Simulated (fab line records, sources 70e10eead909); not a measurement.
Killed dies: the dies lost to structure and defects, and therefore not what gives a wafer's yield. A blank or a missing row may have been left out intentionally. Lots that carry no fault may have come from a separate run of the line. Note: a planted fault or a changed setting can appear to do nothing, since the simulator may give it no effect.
Matching of chambers | flow nand-harc | NHARC_A_SGD_CUT_DEP_00 on pecvd-04: 3 sister chambers
The step deposits SiNx, target thk 50 nm. 14 wafers are shown with their chamber, then 7 later ones without.

== EACH WAFER AND ITS CHAMBER ==
wafer  | chamber | heater-power-outer-w (W) | heater-power-w (W)
L074.2 | 0       | 474                      | 744
L074.5 | 1       | 437                      | 713
L074.6 | 0       | 468                      | 710
L078.4 | 0       | 504                      | 801
L078.5 | 0       | 511                      | 789
L078.6 | 1       | 429                      | 697
L077.1 | 1       | 434                      | 695
L077.3 | 0       | 486                      | 776
L077.6 | 0       | 499                      | 804
L079.1 | 2       | 450                      | 758
L079.3 | 1       | 339                      | 605
L079.5 | 2       | 463                      | 741
L080.3 | 2       | 469                      | 770
L080.4 | 0       | 414                      | 661

SIGNATURES (means of the wafers above)
reading              | chamber 0 | chamber 1 | chamber 2 | scatter within a chamber
heater-power-outer-w | 479.43    | 409.75    | 460.67    | 34.9
heater-power-w       | 755.00    | 677.50    | 756.33    | 47.4
Rule: a wafer lies at a distance from a chamber equal to the root of the sum of squares, over the readings, of (its reading less the chamber's mean, divided by the reading's scatter). The wafer belongs to the nearest chamber; if the next one is less than 2 further off, it can't be placed. The scatter: the root of (the sum of the squares of (reading less its chamber's mean) over the shown wafers, divided by (wafers less chambers)).

== WAFERS MISSING THEIR CHAMBER ==
wafer  | heater-power-outer-w (W) | heater-power-w (W)
L080.5 | 466                      | 803
L085.2 | 455                      | 755
L085.3 | 463                      | 779
L085.5 | 350                      | 596
L089.2 | 452                      | 772
L089.4 | 361                      | 617
L089.5 | 445                      | 748

== WHICH CHAMBER EACH WENT THROUGH ==
wafer  | from the rows above          | in truth
L080.5 | can't be placed: 2 or 0      | 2
L085.2 | can't be placed: 2 or 0 or 1 | 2
L085.3 | can't be placed: 2 or 0      | 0
L085.5 | 1                            | 1
L089.2 | can't be placed: 2 or 0 or 1 | 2
L089.4 | 1                            | 1
L089.5 | can't be placed: 2 or 0 or 1 | 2
Correctly placed: 2 of 7. Can't be placed from these rows: 5 (the true chamber is among the candidates in 5). Wrongly placed: 0.
